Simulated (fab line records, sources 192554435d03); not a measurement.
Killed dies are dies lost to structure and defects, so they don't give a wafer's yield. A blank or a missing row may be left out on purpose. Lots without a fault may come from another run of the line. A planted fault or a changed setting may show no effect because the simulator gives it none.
Which tool did it? | flow n5_finfet | 11 lots, 33 wafers sampled, at 2 steps of a route of 1938

WHAT THE GAUGES READ, wafer by wafer
N5_BEOL_M7_CD_MEAS_18: pitch 80 nm, target cd 40 nm.
lot  | measured     | on        | cd_nm (nm)
L865 | day 8 23:28  | cd_sem-03 | 39.8 40.7 39.9
L868 | day 9 13:54  | cd_sem-01 | 40.4 39.3 40.4
L867 | day 9 14:09  | cd_sem-03 | 40.8 40.9 39.8
L871 | day 10 17:00 | cd_sem-01 | 40.4 39.3 40.1
L873 | day 10 22:31 | cd_sem-01 | 40.8 40.2 40.3
L875 | day 11 15:13 | cd_sem-03 | 40.3 39.8 40.0
L880 | day 12 13:22 | cd_sem-02 | 39.8 39.6 40.3
L882 | day 13 13:14 | cd_sem-01 | 39.8 39.8 40.6
L883 | day 13 18:37 | cd_sem-03 | 40.1 40.5 40.4
L886 | day 14 18:02 | cd_sem-02 | 40.0 40.4 40.1
L887 | day 14 23:44 | cd_sem-03 | 39.2 39.7 39.4

WHICH TOOL RAN EACH LOT (tool, then ch and the chambers of the sampled wafers, then the start)
lot  | N5_BEOL_M6_ALD_77
L865 | ald_metal-02 ch 0,1,2, day 8 18:47
L868 | ald_metal-03 ch 0,1, day 9 09:20
L867 | ald_metal-02 ch 1,2, day 9 09:25
L871 | ald_metal-02 ch 0,1, day 10 12:14
L873 | ald_metal-02 ch 0,3, day 10 16:36
L875 | ald_metal-03 ch 0,1,2, day 11 09:49
L880 | ald_metal-01 ch 1,2,3, day 12 07:21
L882 | ald_metal-03 ch 1,2,3, day 13 09:46
L883 | ald_metal-03 ch 0,1,2, day 13 14:34
L886 | ald_metal-02 ch 0,3, day 14 13:09
L887 | ald_metal-03 ch 0,2,3, day 14 19:22
- N5_BEOL_M6_ALD_77: deposits TaN, target thk 2 nm, pulse time 2 s, purge time 3 s.

THE ANSWER, worked out from the rows above alone
Rule: what is usual is taken from the lots themselves. Put in order of their means at a reading, lots are off if they are a third of the lots or fewer, leave a main group of 4 or more, and stand apart from it by a gap of 3 or more times the standard deviation of the main group's means; of several such gaps the widest counts. A main group whose means are all the same, to the digits that the tables above print for the reading, isn't used. A lot without any number at a reading at which 4 lots or more have one is off too. The other lots that the step has rows for count as sound.
No lot is off at any reading shown: from this, nothing can be told.

WHAT THE SIMULATOR HAD PUT IN
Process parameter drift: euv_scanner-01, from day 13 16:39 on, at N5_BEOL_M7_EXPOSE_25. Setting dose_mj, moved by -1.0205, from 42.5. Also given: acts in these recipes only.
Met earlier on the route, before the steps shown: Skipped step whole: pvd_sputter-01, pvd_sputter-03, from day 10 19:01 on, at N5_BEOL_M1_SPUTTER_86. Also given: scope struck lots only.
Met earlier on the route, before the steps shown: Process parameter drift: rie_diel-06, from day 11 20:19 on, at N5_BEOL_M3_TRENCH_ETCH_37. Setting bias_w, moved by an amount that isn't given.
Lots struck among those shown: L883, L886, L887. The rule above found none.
